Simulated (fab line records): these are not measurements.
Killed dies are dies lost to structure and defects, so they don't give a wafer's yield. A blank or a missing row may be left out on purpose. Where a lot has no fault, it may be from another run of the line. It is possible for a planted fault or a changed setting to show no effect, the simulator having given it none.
Matching of chambers | flow n5_finfet | pecvd-02 running N5_BEOL_M1_ILD_DEP_00: 3 sister chambers
The step deposits SiOC from DEMS/O2, target thk 79 nm, time 15.3 s. 24 wafers are shown with their chamber, then 12 later ones without.

## WAFERS WITH THEIR CHAMBER
wafer  | chamber | heater_power_w (W) | throttle_valve_pct (%) | showerhead_plenum_p_Torr (Torr)
L074.3 | 2       | 526                | 11.4                   | 5.704
L074.4 | 0       | 450                | 11.7                   | 5.705
L074.5 | 2       | 520                | 11.2                   | 5.684
L076.1 | 0       | 442                | 11.6                   | 5.679
L076.4 | 1       | 453                | 11.4                   | 5.703
L076.6 | 2       | 567                | 11.2                   | 5.678
L079.3 | 1       | 518                | 11.2                   | 5.685
L079.4 | 0       | 431                | 11.6                   | 5.690
L079.6 | 2       | 537                | 11.3                   | 5.706
L083.2 | 1       | 511                | 11.4                   | 5.696
L083.5 | 1       | 498                | 10.9                   | 5.706
L083.6 | 2       | 581                | 11.4                   | 5.700
L089.1 | 1       | 420                | 11.3                   | 5.691
L089.4 | 1       | 427                | 11.5                   | 5.702
L089.5 | 2       | 591                | 11.8                   | 5.687
L090.1 | 0       | 488                | 11.6                   | 5.692
L090.2 | 2       | 550                | 11.4                   | 5.696
L090.5 | 0       | 478                | 11.7                   | 5.681
L092.2 | 2       | 545                | 11.5                   | 5.686
L092.3 | 0       | 452                | 11.5                   | 5.676
L092.4 | 2       | 561                | 11.5                   | 5.697
L091.2 | 2       | 588                | 11.6                   | 5.696
L091.3 | 0       | 428                | 11.8                   | 5.695
L091.6 | 1       | 475                | 11.3                   | 5.695

SIGNATURES (means of the wafers above)
reading                  | chamber 0 | chamber 1 | chamber 2 | scatter within a chamber
heater_power_w           | 452.71    | 471.71    | 556.60    | 29.5
throttle_valve_pct       | 11.643    | 11.286    | 11.430    | 0.167
showerhead_plenum_p_Torr | 5.68829   | 5.69686   | 5.69340   | 0.00905
Rule: for each reading, subtract the chamber's mean from the wafer's reading, divide by that reading's scatter and square the result; add these up over the readings and take the root, which gives the wafer's distance from the chamber. If the next closest chamber is less than 2 further off than the closest, the wafer can't be placed; otherwise it belongs to the closest. The scatter: take each reading less its chamber's mean, square it, sum over the shown wafers, divide by the number of wafers less the number of chambers, and take the root.

## WAFERS WHOSE CHAMBER IS MISSING
wafer  | heater_power_w (W) | throttle_valve_pct (%) | showerhead_plenum_p_Torr (Torr)
L093.1 | 434                | 11.9                   | 5.701
L093.3 | 592                | 11.6                   | 5.689
L093.6 | 533                | 11.3                   | 5.704
L094.1 | 375                | 11.8                   | 5.694
L094.2 | 598                | 11.3                   | 5.675
L094.3 | 466                | 11.5                   | 5.695
L094.4 | 488                | 11.2                   | 5.700
L094.5 | 597                | 11.5                   | 5.694
L094.6 | 383                | 11.6                   | 5.689
L095.1 | 515                | 11.3                   | 5.709
L095.3 | 447                | 12.0                   | 5.678
L095.4 | 451                | 11.4                   | 5.693

## THE CHAMBER EACH PASSED THROUGH
wafer  | from the rows above          | in truth
L093.1 | can't be placed: 0 or 1      | 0
L093.3 | 2                            | 2
L093.6 | can't be placed: 2 or 1      | 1
L094.1 | can't be placed: 0 or 1      | 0
L094.2 | 2                            | 2
L094.3 | can't be placed: 0 or 1 or 2 | 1
L094.4 | can't be placed: 1 or 2      | 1
L094.5 | 2                            | 2
L094.6 | can't be placed: 0 or 1      | 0
L095.1 | can't be placed: 1 or 2 or 0 | 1
L095.3 | 0                            | 0
L095.4 | can't be placed: 1 or 0      | 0
Correct placement for 4 of the 12. Can't be placed from these rows: 8 (the true chamber is among the candidates in 8). 0 placed wrongly.
